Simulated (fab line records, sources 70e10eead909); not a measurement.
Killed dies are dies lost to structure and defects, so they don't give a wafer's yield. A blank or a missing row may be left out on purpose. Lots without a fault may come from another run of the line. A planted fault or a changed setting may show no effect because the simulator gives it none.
Chamber matching | flow nand_harc | NHARC_P_BONDPAD_STRIP_15 on rie_diel-11: 4 sister chambers
The step strips in O2. 4 wafers are shown with their chamber, then 7 later ones without.

WAFERS WITH THEIR CHAMBER
wafer  | chamber | drypump_motor_current_A (A)
L090.3 | 3       | 5.5
L092.5 | 0       | 5.8
L093.2 | 2       | 5.4
L093.3 | 1       | 6.1

WAFERS WITHOUT THEIR CHAMBER
wafer  | drypump_motor_current_A (A)
L093.4 | 5.9
L094.2 | 6.1
L094.4 | 5.8
L094.5 | 6.1
L096.1 | 5.4
L096.3 | 6.1
L096.6 | 5.9

WHICH CHAMBER EACH WENT THROUGH
wafer  | from the rows above     | in truth
L093.4 | can't be placed: 0 or 1 | 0
L094.2 | 1                       | 1
L094.4 | 0                       | 0
L094.5 | 1                       | 1
L096.1 | can't be placed: 2 or 3 | 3
L096.3 | 1                       | 1
L096.6 | can't be placed: 0 or 1 | 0
Placed correctly: 4 of 7. Can't be placed from these rows: 3 (the true chamber is among the candidates in 3). Placed wrongly: 0.
How it was worked out, from the rows above alone: a wafer's distance from a chamber is the root of the sum, over the readings, of the square of ((its reading less the chamber's mean) divided by the reading's scatter). The wafer belongs to the nearest chamber; if the next one is less than 2 further off, it can't be placed. A chamber's mean is the mean of its shown wafers. The scatter: with one shown wafer a chamber, the root of the mean of the squares of how far each hidden wafer lies from its nearest shown one.
